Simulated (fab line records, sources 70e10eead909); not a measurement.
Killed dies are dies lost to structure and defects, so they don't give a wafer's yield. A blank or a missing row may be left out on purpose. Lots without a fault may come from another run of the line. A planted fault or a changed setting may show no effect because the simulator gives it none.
Which tool did it? | flow nand_harc | 24 lots, 72 wafers sampled, at 6 steps of a route of 1159

WHAT THE GAUGES READ, wafer by wafer
NHARC_A_SGD_CUT_THK_MEAS_22: measures by ellipsometry.
lot  | measured     | on            | thk_nm (nm)
L074 | day 14 08:35 | film_metro-01 | 147.1 147.1 146.9
L076 | day 14 18:01 | film_metro-02 | 147.0 148.0 146.8
L075 | day 14 18:01 | film_metro-01 | 147.0 149.8 146.9
L079 | day 15 00:32 | film_metro-01 | 147.2 145.3 147.9
L077 | day 15 00:31 | film_metro-02 | 145.9 146.2 149.4
L078 | day 15 00:37 | film_metro-02 | 151.6 148.4 147.1
L081 | day 15 21:13 | film_metro-01 | 148.9 147.1 147.9
L082 | day 15 21:13 | film_metro-01 | 148.8 148.6 151.4
L080 | day 16 03:25 | film_metro-01 | 146.9 147.3 146.5
L083 | day 16 08:03 | film_metro-01 | 147.9 150.2 150.2
L084 | day 16 08:03 | film_metro-02 | 148.9 146.0 149.3
L085 | day 17 06:14 | film_metro-01 | 146.2 147.5 145.5
L087 | day 17 10:46 | film_metro-02 | 146.7 148.0 145.7
L088 | day 17 10:46 | film_metro-01 | 148.8 149.6 148.5
L086 | day 17 19:02 | film_metro-01 | 149.0 147.9 148.7
L089 | day 17 19:01 | film_metro-02 | 146.8 149.2 146.8
L092 | day 18 09:31 | film_metro-02 | 147.6 150.2 147.0
L093 | day 18 09:22 | film_metro-01 | 148.0 151.8 146.6
L091 | day 18 09:25 | film_metro-01 | 148.2 149.8 149.9
L090 | day 18 09:22 | film_metro-02 | 146.4 148.8 149.1
L095 | day 19 23:30 | film_metro-01 | 148.1 146.7 149.9
L094 | day 19 23:31 | film_metro-01 | 146.3 150.3 151.1
L097 | day 19 23:39 | film_metro-01 | 148.6 148.4 145.5
L096 | day 19 23:31 | film_metro-02 | 146.0 147.6 145.7

WHICH TOOL RAN EACH LOT (tool, then ch and the chambers of the sampled wafers, then the start)
lot  | NHARC_A_STAIRCASE_ETCH_313         | NHARC_A_STAIRCASE_DEP_417       | NHARC_A_STAIRCASE_CMP_450     | NHARC_A_STAIRCASE_CMP_472     | NHARC_A_SGD_CUT_ETCH_15
L074 | rie_diel-12 ch 1,3, day 12 03:38   | pecvd-01 ch 0,2, day 12 07:50   | cmp-04 ch 0,3, day 14 00:13   | cmp-01 ch 2,3, day 14 01:40   | rie_diel-11 ch 1,3, day 14 08:35 or earlier
L076 | rie_diel-12 ch 0,2,3, day 12 06:53 | pecvd-03 ch 0,1,2, day 12 13:08 | cmp-04 ch 0,1,3, day 14 08:43 | cmp-02 ch 2,3, day 14 10:59   | rie_diel-01 ch 1,2, day 14 18:01 or earlier
L075 | rie_diel-08 ch 0,1,3, day 12 12:19 | pecvd-04 ch 0,1,2, day 12 16:36 | cmp-04 ch 0,1,3, day 14 08:10 | cmp-01 ch 0,1,3, day 14 09:40 | rie_diel-06 ch 1,2, day 14 18:01 or earlier
L079 | rie_diel-12 ch 0,1,3, day 12 17:20 | pecvd-04 ch 1,2, day 12 21:25   | cmp-01 ch 0,1,3, day 14 15:55 | cmp-02 ch 0,1,3, day 14 17:32 | rie_diel-01 ch 0,1,3, day 15 00:32 or earlier
L077 | rie_diel-04 ch 1,2,3, day 12 17:44 | pecvd-04 ch 0,1,2, day 12 22:19 | cmp-01 ch 1,2, day 14 15:46   | cmp-01 ch 0,2, day 14 17:25   | rie_diel-11 ch 1,2, day 15 00:31 or earlier
L078 | rie_diel-08 ch 0,1, day 13 01:01   | pecvd-01 ch 0,1, day 13 05:10   | cmp-01 ch 0,3, day 14 16:39   | cmp-01 ch 1,3, day 14 18:13   | rie_diel-06 ch 2,3, day 15 00:37 or earlier
L081 | rie_diel-12 ch 0,1,3, day 13 09:56 | pecvd-04 ch 0,1, day 13 14:01   | cmp-02 ch 0,1,2, day 15 12:23 | cmp-02 ch 0,1,2, day 15 13:57 | rie_diel-01 ch 1,2,3, day 15 21:13 or earlier
L082 | rie_diel-12 ch 1,3, day 13 14:40   | pecvd-01 ch 0,2, day 13 18:45   | cmp-01 ch 1,2,3, day 15 11:42 | cmp-04 ch 0,3, day 15 13:12   | rie_diel-11 ch 1,3, day 15 21:13 or earlier
L080 | rie_diel-04 ch 0,1, day 13 18:48   | pecvd-04 ch 0,1, day 13 22:58   | cmp-02 ch 0,1, day 15 18:49   | cmp-04 ch 1,2,3, day 15 20:19 | rie_diel-01 ch 0,1, day 16 03:25 or earlier
L083 | rie_diel-04 ch 0,2, day 14 02:03   | pecvd-04 ch 0,1,2, day 14 06:28 | cmp-02 ch 0,2, day 15 23:42   | cmp-02 ch 0,2, day 16 01:09   | rie_diel-06 ch 0,1,3, day 16 08:03 or earlier
L084 | rie_diel-04 ch 1,2,3, day 14 03:44 | pecvd-01 ch 1,2, day 14 07:56   | cmp-04 ch 0,2,3, day 15 23:55 | cmp-04 ch 0,3, day 16 01:20   | rie_diel-01 ch 0,1,3, day 16 08:03 or earlier
L085 | rie_diel-12 ch 2,3, day 15 03:40   | pecvd-04 ch 1,2, day 15 07:58   | cmp-01 ch 0,1, day 16 21:10   | cmp-04 ch 0,1,2, day 16 22:43 | rie_diel-11 ch 2,3, day 17 06:14 or earlier
L087 | rie_diel-04 ch 0,3, day 15 07:14   | pecvd-03 ch 0,2, day 15 11:35   | cmp-04 ch 0,1, day 17 01:40   | cmp-02 ch 1,2, day 17 04:10   | rie_diel-01 ch 1,3, day 17 10:46 or earlier
L088 | rie_diel-04 ch 1,2, day 15 07:22   | pecvd-03 ch 0,1, day 15 13:08   | cmp-01 ch 0,3, day 17 01:38   | cmp-01 ch 2,3, day 17 03:29   | rie_diel-06 ch 1,2, day 17 10:46 or earlier
L086 | rie_diel-12 ch 2,3, day 15 10:41   | pecvd-04 ch 0,1, day 15 14:56   | cmp-02 ch 0,3, day 17 08:07   | cmp-01 ch 2,3, day 17 09:39   | rie_diel-01 ch 0,1,3, day 17 19:02 or earlier
L089 | rie_diel-08 ch 0,1,3, day 15 15:22 | pecvd-04 ch 0,1, day 15 19:23   | cmp-01 ch 0,1,2, day 17 07:35 | cmp-02 ch 0,2,3, day 17 09:03 | rie_diel-06 ch 0,1, day 17 19:01 or earlier
L092 | rie_diel-04 ch 0,2,3, day 16 03:47 | pecvd-04 ch 0,1, day 16 09:14   | cmp-04 ch 2,3, day 18 00:55   | cmp-01 ch 1,2,3, day 18 02:25 | rie_diel-11 ch 1,2, day 18 09:31 or earlier
L093 | rie_diel-12 ch 0,3, day 16 05:35   | pecvd-04 ch 0,1,2, day 16 09:50 | cmp-02 ch 1,2,3, day 18 00:31 | cmp-01 ch 0,3, day 18 02:00   | rie_diel-06 ch 0,2,3, day 18 09:22 or earlier
L091 | rie_diel-12 ch 0,1,2, day 16 07:16 | pecvd-04 ch 0,2, day 16 12:47   | cmp-01 ch 0,1,2, day 18 00:29 | cmp-02 ch 0,1,2, day 18 02:01 | rie_diel-01 ch 0,1,2, day 18 09:25 or earlier
L090 | rie_diel-04 ch 0,2,3, day 16 07:31 | pecvd-01 ch 0,1,2, day 16 11:32 | cmp-04 ch 0,1,3, day 18 01:56 | cmp-02 ch 0,2,3, day 18 03:25 | rie_diel-01 ch 2,3, day 18 09:22 or earlier
L095 | rie_diel-08 ch 1,2,3, day 16 21:58 | pecvd-03 ch 0,1,2, day 17 04:13 | cmp-04 ch 0,1,2, day 19 13:02 | cmp-02 ch 0,1,2, day 19 14:33 | rie_diel-01 ch 0,2,3, day 19 23:30 or earlier
L094 | rie_diel-04 ch 0,1,3, day 17 00:19 | pecvd-01 ch 0,1, day 17 04:50   | cmp-02 ch 1,2,3, day 19 13:16 | cmp-01 ch 0,1,3, day 19 14:48 | rie_diel-06 ch 0,2,3, day 19 23:31 or earlier
L097 | rie_diel-12 ch 2,3, day 17 14:07   | pecvd-03 ch 0,2, day 17 18:13   | cmp-04 ch 0,1,3, day 19 14:40 | cmp-02 ch 2,3, day 19 16:14   | rie_diel-01 ch 1,2, day 19 23:39 or earlier
L096 | rie_diel-08 ch 0,2,3, day 17 17:23 | pecvd-01 ch 0,2, day 17 21:52   | cmp-01 ch 0,1,2, day 19 13:20 | cmp-02 ch 0,1,3, day 19 14:54 | rie_diel-11 ch 0,1,2, day 19 23:31 or earlier
- NHARC_A_STAIRCASE_ETCH_313: etches the open film in CF4/CHF3.
- NHARC_A_STAIRCASE_DEP_417: deposits Si3N4, target thk 60 nm.
- NHARC_A_STAIRCASE_CMP_450: polishes SiO2, target thk 200 nm.
- NHARC_A_STAIRCASE_CMP_472: polishes SiO2.
- NHARC_A_SGD_CUT_ETCH_15: etches the open film in CH3F/O2, target depth 75 nm, time 64.3 s.

WHAT THE TOOLS THEMSELVES READ (means of the sampled wafers that have a number; where no wafer has one, the mark that the record gives instead)
NHARC_A_STAIRCASE_ETCH_313.
lot  | tool        | drypump_motor_current_A (A) | oes_product_au (a.u.) | rf_fwd_power_W (W) | rf_vpp_V (V) | showerhead_plenum_p_Torr (Torr) | throttle_valve_pct (%)
L074 | rie_diel-12 | 5.71                        | 0.925                 | 496.9              | 370.7        | 1.58                            | 16.812
L076 | rie_diel-12 | 5.47                        | 0.918                 | 495.5              | 372.5        | 1.63                            | 16.803
L075 | rie_diel-08 | 5.68                        | 0.949                 | 493.8              | 371.2        | 1.61                            | 16.802
L079 | rie_diel-12 | 5.60                        | 0.930                 | 496.3              | 371.3        | 1.57                            | 16.808
L077 | rie_diel-04 | 5.84                        | 0.973                 | 496.2              | 371.5        | 1.59                            | 16.805
L078 | rie_diel-08 | 5.53                        | 0.933                 | 495.4              | 372.0        | 1.62                            | 16.804
L081 | rie_diel-12 | 5.57                        | 0.945                 | 497.4              | 370.9        | 1.57                            | 16.811
L082 | rie_diel-12 | 5.72                        | 0.918                 | 496.2              | 370.4        | 1.58                            | 16.809
L080 | rie_diel-04 | 5.60                        | 0.952                 | 497.5              | 372.5        | 1.61                            | 16.806
L083 | rie_diel-04 | 5.93                        | 0.952                 | 496.7              | 371.0        | 1.58                            | 16.807
L084 | rie_diel-04 | 5.84                        | 0.974                 | 497.8              | 370.5        | 1.59                            | 16.799
L085 | rie_diel-12 | 5.31                        | 0.911                 | 495.9              | 373.1        | 1.66                            | 16.807
L087 | rie_diel-04 | 5.69                        | 0.956                 | 496.8              | 370.3        | 1.57                            | 16.808
L088 | rie_diel-04 | 5.97                        | 0.924                 | 498.7              | 371.5        | 1.59                            | 16.807
L086 | rie_diel-12 | 5.41                        | 0.924                 | 496.3              | 373.4        | 1.66                            | 16.803
L089 | rie_diel-08 | 5.68                        | 0.935                 | 495.3              | 371.4        | 1.61                            | 16.798
L092 | rie_diel-04 | 5.81                        | 0.926                 | 495.6              | 369.3        | 1.58                            | 16.802
L093 | rie_diel-12 | 5.36                        | 0.912                 | 495.9              | 371.6        | 1.61                            | 16.807
L091 | rie_diel-12 | 5.73                        | 0.925                 | 497.4              | 370.9        | 1.58                            | 16.805
L090 | rie_diel-04 | 5.82                        | 0.950                 | 497.1              | 370.9        | 1.58                            | 16.802
L095 | rie_diel-08 | 5.79                        | 0.967                 | 497.7              | 372.9        | 1.64                            | 16.805
L094 | rie_diel-04 | 5.64                        | 0.922                 | 496.6              | 371.2        | 1.58                            | 16.794
L097 | rie_diel-12 | 5.31                        | 0.971                 | 496.2              | 373.8        | 1.65                            | 16.799
L096 | rie_diel-08 | 5.63                        | 0.931                 | 494.9              | 371.4        | 1.60                            | 16.809

NHARC_A_STAIRCASE_DEP_417.
lot  | tool     | heater_power_w (W) | rf_fwd_power_W (W)
L074 | pecvd-01 | 686                | 449.0
L076 | pecvd-03 | 733                | 448.5
L075 | pecvd-04 | 755                | 448.1
L079 | pecvd-04 | 729                | 448.6
L077 | pecvd-04 | 746                | 448.8
L078 | pecvd-01 | 738                | 450.2
L081 | pecvd-04 | 813                | 449.2
L082 | pecvd-01 | 657                | 448.2
L080 | pecvd-04 | 819                | 449.4
L083 | pecvd-04 | 759                | 449.7
L084 | pecvd-01 | 690                | 450.4
L085 | pecvd-04 | 764                | 448.7
L087 | pecvd-03 | 715                | 449.0
L088 | pecvd-03 | 622                | 449.6
L086 | pecvd-04 | 758                | 448.1
L089 | pecvd-04 | 761                | 447.8
L092 | pecvd-04 | 811                | 451.5
L093 | pecvd-04 | 771                | 449.4
L091 | pecvd-04 | 758                | 447.4
L090 | pecvd-01 | 724                | 449.4
L095 | pecvd-03 | 707                | 449.5
L094 | pecvd-01 | 745                | 448.9
L097 | pecvd-03 | 711                | 448.1
L096 | pecvd-01 | 615                | 448.7

NHARC_A_STAIRCASE_CMP_450.
lot  | tool   | motor_current_A (A) | retaining_ring_pressure_frac
L074 | cmp-04 | 12.4                | 1.001
L076 | cmp-04 | 12.5                | 0.999
L075 | cmp-04 | 12.2                | 0.998
L079 | cmp-01 | 12.7                | 1.003
L077 | cmp-01 | 11.8                | 0.999
L078 | cmp-01 | 12.5                | 1.002
L081 | cmp-02 | 12.7                | 1.007
L082 | cmp-01 | 11.9                | 1.002
L080 | cmp-02 | 13.2                | 0.997
L083 | cmp-02 | 12.1                | 1.002
L084 | cmp-04 | 11.6                | 1.003
L085 | cmp-01 | 14.0                | 0.998
L087 | cmp-04 | 12.8                | 1.000
L088 | cmp-01 | 13.8                | 0.998
L086 | cmp-02 | 11.9                | 1.002
L089 | cmp-01 | 12.8                | 1.000
L092 | cmp-04 | 11.1                | 1.005
L093 | cmp-02 | 12.4                | 1.003
L091 | cmp-01 | 12.5                | 1.000
L090 | cmp-04 | 12.2                | 1.002
L095 | cmp-04 | 11.8                | 1.000
L094 | cmp-02 | 12.7                | 1.003
L097 | cmp-04 | 12.3                | 0.999
L096 | cmp-01 | 12.9                | 1.002

NHARC_A_STAIRCASE_CMP_472.
lot  | tool   | motor_current_A (A) | retaining_ring_pressure_frac
L074 | cmp-01 | 11.1                | 1.001
L076 | cmp-02 | 12.3                | 1.000
L075 | cmp-01 | 13.1                | 1.000
L079 | cmp-02 | 12.9                | 1.001
L077 | cmp-01 | 12.6                | 0.999
L078 | cmp-01 | 11.6                | 1.000
L081 | cmp-02 | 12.6                | 1.001
L082 | cmp-04 | 11.8                | 1.000
L080 | cmp-04 | 11.4                | 0.998
L083 | cmp-02 | 12.2                | 1.002
L084 | cmp-04 | 12.5                | 0.995
L085 | cmp-04 | 11.9                | 0.996
L087 | cmp-02 | 12.2                | 1.005
L088 | cmp-01 | 11.0                | 1.004
L086 | cmp-01 | 11.4                | 1.002
L089 | cmp-02 | 12.7                | 0.999
L092 | cmp-01 | 11.5                | 1.003
L093 | cmp-01 | 13.6                | 1.002
L091 | cmp-02 | 13.2                | 0.999
L090 | cmp-02 | 12.2                | 1.003
L095 | cmp-02 | 12.7                | 1.003
L094 | cmp-01 | 12.5                | 0.999
L097 | cmp-02 | 12.4                | 1.000
L096 | cmp-02 | 12.4                | 1.001

NHARC_A_SGD_CUT_ETCH_15.
lot  | tool        | drypump_motor_current_A (A) | oes_product_au (a.u.) | rf_fwd_power_W (W) | rf_vpp_V (V) | showerhead_plenum_p_Torr (Torr) | throttle_valve_pct (%)
L074 | rie_diel-11 | 5.8                         | 0.969                 | 497.5              | 263.5        | 2.41                            | 20.664
L076 | rie_diel-01 | 5.2                         | 0.960                 | 495.7              | 263.7        | 2.41                            | 20.662
L075 | rie_diel-06 | 5.5                         | 0.930                 | 497.0              | 263.1        | 2.40                            | 20.664
L079 | rie_diel-01 | 5.3                         | 0.968                 | 495.2              | 263.2        | 2.45                            | 20.668
L077 | rie_diel-11 | 5.3                         | 0.932                 | 498.5              | 264.0        | 2.53                            | 20.661
L078 | rie_diel-06 | 5.5                         | 0.952                 | 496.4              | 261.7        | 2.34                            | 20.659
L081 | rie_diel-01 | 5.3                         | 0.953                 | 496.6              | 264.0        | 2.46                            | 20.668
L082 | rie_diel-11 | 5.4                         | 0.970                 | 497.7              | 263.5        | 2.50                            | 20.665
L080 | rie_diel-01 | 5.3                         | 0.968                 | 496.1              | 262.9        | 2.43                            | 20.671
L083 | rie_diel-06 | 5.8                         | 0.962                 | 496.1              | 262.8        | 2.46                            | 20.662
L084 | rie_diel-01 | 5.3                         | 0.964                 | 495.2              | 263.5        | 2.45                            | 20.667
L085 | rie_diel-11 | 6.0                         | 0.953                 | 494.4              | 263.0        | 2.39                            | 20.666
L087 | rie_diel-01 | 5.1                         | 0.965                 | 494.6              | 263.7        | 2.42                            | 20.669
L088 | rie_diel-06 | 5.5                         | 0.962                 | 495.8              | 263.0        | 2.39                            | 20.658
L086 | rie_diel-01 | 5.2                         | 0.949                 | 496.1              | 262.8        | 2.45                            | 20.672
L089 | rie_diel-06 | 6.0                         | 0.981                 | 496.8              | 265.0        | 2.52                            | 20.657
L092 | rie_diel-11 | 5.6                         | 0.963                 | 496.0              | 263.4        | 2.47                            | 20.672
L093 | rie_diel-06 | 5.4                         | 0.972                 | 495.0              | 262.2        | 2.39                            | 20.668
L091 | rie_diel-01 | 5.4                         | 0.962                 | 495.3              | 263.4        | 2.44                            | 20.671
L090 | rie_diel-01 | 5.3                         | 0.952                 | 497.0              | 264.8        | 2.51                            | 20.661
L095 | rie_diel-01 | 5.4                         | 0.923                 | 495.7              | 263.7        | 2.49                            | 20.652
L094 | rie_diel-06 | 5.4                         | 0.961                 | 497.6              | 263.2        | 2.39                            | 20.664
L097 | rie_diel-01 | 5.2                         | 0.960                 | 495.9              | 263.2        | 2.41                            | 20.660
L096 | rie_diel-11 | 5.7                         | 0.911                 | 496.2              | 264.3        | 2.44                            | 20.655

THE ANSWER, worked out from the rows above alone
Rule: what is usual is taken from the lots themselves. Put in order of their means at a reading, lots are off if they are a third of the lots or fewer, leave a main group of 4 or more, and stand apart from it by a gap of 3 or more times the standard deviation of the main group's means; of several such gaps the widest counts. A main group whose means are all the same, to the digits that the tables above print for the reading, isn't used. A lot without any number at a reading at which 4 lots or more have one is off too. The other lots that the step has rows for count as sound. The gauges are gone through in route order, then the tools' own readings, and for those a lot's mean is taken as printed above. The first step at which some lot is off is used, and at that step the reading that is off furthest; a lot without a number counts as furthest.
No lot is off at any reading shown: from this, nothing can be told.

WHAT THE SIMULATOR HAD PUT IN
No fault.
